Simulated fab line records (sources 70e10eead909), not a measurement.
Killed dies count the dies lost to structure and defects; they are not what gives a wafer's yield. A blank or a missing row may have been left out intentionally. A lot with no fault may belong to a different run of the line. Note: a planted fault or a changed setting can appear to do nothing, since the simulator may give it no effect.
A lot that was struck, set against a sound lot | flow nandHarc | 22 out of 1302 route steps
Sound: these wafers, L517.1, L517.3, L517.5. Wafers struck: L524.1, L524.2, L524.6. The cause comes at the end.
Each step with rows lists, per side, the tool, then ch with its chambers, then its first start. Under that, the readings that differ: sound wafers | struck wafers | difference of the means | sigmas: that difference in standard deviations of wafers without a fault.
alike: same words and numbers on both sides, and readings whose means sit less than 2 such deviations apart. not compared: any withheld reading, any reading some wafer has no value for, any bound like >300 that may hide the same value, and any number with overlapping values for which the record gives no deviation.
Wherever a step has rows on one side only, a row that says differs or no value, or a row with sigmas, the two part there. Numbers that don't overlap but have no deviation are shown without sigmas and don't part them. A reading missing from all wafers of one side parts the sides only when that side holds two or more wafers.

NHARC_A_BLC_CVD_24: deposits W, target thk 150 nm, time 434 s.
  sound on cvdW-02 ch 0,1; struck on cvdW-02 ch 0,1
  alike: chamberPressureTorr, heaterPowerW, mfcH2Sccm, throttleValvePct
NHARC_A_BLC_CMP_25: polishes, t overpolish 30 s, target thk 150 nm.
  sound on cmp-04 ch 1,2, day 23 20:15; struck on cmp-04 ch 0,2, day 26 23:11
  alike: motorCurrentA, overpolishRunS, retainingRingPressureFrac, timeToEndpointS
following that, these wafers have no rows for 1 step: NHARC_A_BLC_SRD_27.
NHARC_A_BLC_INSPECT_28:
  sound: defectInspect-01 at day 23 20:40; struck: defectInspect-01 at day 26 23:35
  alike: rawDefectCount
then, 7 steps without rows for these wafers: NHARC_A_M0_DEP_00 (deposits SiOC, target thk 150 nm); NHARC_A_M0_DEHYDRATE_01 (time 120 s); NHARC_A_M0_HMDS_02 (time 30 s); NHARC_A_M0_COAT_33 (time 65 s); NHARC_A_M0_COAT_03 (resist thk 90 nm); NHARC_A_M0_SOFTBAKE_04 (time 55 s); NHARC_A_M0_EBR_05.
NHARC_A_M0_EXPOSE_06: exposes mask A M0, target cd 80 nm.
  sound on arfiScanner-01 ch 0, day 23 21:34; struck on arfiScanner-03 ch 0, day 27 00:13
reading           | sound             | struck            | difference | sigmas
exposureDoseMJCm2 | 83.13 83.17 83.19 | 79.86 79.74 79.77 | -3.37      | -43
  alike: mask
then, 2 steps without rows for these wafers: NHARC_A_M0_PEB_07 (peb time 65 s); NHARC_A_M0_DEVELOP_08 (develop time 35 s).
NHARC_A_M0_CD_MEAS_09: target cd 80 nm.
  sound on cdSem-03 ch 0, day 23 21:42; struck on cdSem-03 ch 0, day 27 00:22
reading   | sound          | struck         | difference | sigmas
cdNm (nm) | 79.9 79.4 80.8 | 77.1 77.7 76.9 | -2.8       | -3
NHARC_A_M0_OVL_MEAS_10: pitch 160 nm.
  sound: overlay-02 at day 23 21:47; struck: overlay-01 at day 27 00:26
  alike: overlayXNm, overlayYNm
NHARC_A_M0_INSPECT_11:
  sound: defectInspect-02 at day 23 21:49; struck: defectInspect-02 at day 27 00:29
  alike: rawDefectCount
NHARC_A_M0_DESCUM_14: chemistry O2, time 3 s.
  sound on rieDiel-01 ch 2,3, day 23 21:53; struck on rieDiel-13 ch 0,3, day 27 00:32
reading                      | sound             | struck           | difference | sigmas
showerheadPlenumPTorr (Torr) | 1.89 2.00 2.00    | 1.78 1.81 1.81   | -0.16      | -2
model.A_M0.cdNm (nm)         | 79.61 79.86 81.17 | 77.54 76.07 75.5 | -3.84      | 
  alike: chamberPressureMTorr, drypumpMotorCurrentA, oesProductAu, rfVppV, throttleValvePct
  not compared: rfHoursCounterH
NHARC_A_M0_ETCH_34: etches the open film in N2/H2, target depth 40 nm, overetch 12 nm, time 43.94 s.
  sound on rieDiel-01 ch 1,2, day 23 21:59; struck on rieDiel-13 ch 0,3, day 27 00:38
  alike: chamberPressureMTorr, drypumpMotorCurrentA, oesProductAu, rfVppV, showerheadPlenumPTorr, throttleValvePct
  not compared: rfHoursCounterH
NHARC_A_M0_ETCH_15: etches the open film in C4F8/Ar, target depth 150 nm, overetch 15 nm, time 82.5 s.
  sound on rieDiel-01 ch 2,3; struck on rieDiel-13 ch 0,2,3
reading              | sound             | struck            | difference | sigmas
model.A_M0.cdNm (nm) | 80.27 80.34 81.67 | 77.86 75.89 75.96 | -4.19      | 
  alike: chamberPressureMTorr, oesProductAu, rfVppV
  not compared: rfHoursCounterH
NHARC_A_M0_CD_MEAS_16:
  sound: cdSem-02 at day 23 22:14; struck: cdSem-03 at day 27 00:50
reading   | sound          | struck         | difference | sigmas
cdNm (nm) | 80.1 80.3 82.0 | 77.9 76.0 76.1 | -4.1       | -4
NHARC_END_SORT_01:
  sound on prober-02 ch 0, day 25 18:50; struck on prober-01 ch 0, day 28 17:29
  alike: defectLimitedYield, killedAtArray, killedAtOther, killedAtPeriphery, killedDies, killedOpen, killedShort

## WHERE THEY PART
At NHARC_A_M0_EXPOSE_06 first; at NHARC_A_M0_CD_MEAS_16 last (within this record only). Later steps at which nothing parts them and some readings are alike: NHARC_END_SORT_01.

WHY: whatever the simulator had introduced
Drift in process parameters on arfiScanner-03 at NHARC_A_M0_EXPOSE_06, starting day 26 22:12. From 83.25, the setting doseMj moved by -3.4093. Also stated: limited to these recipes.
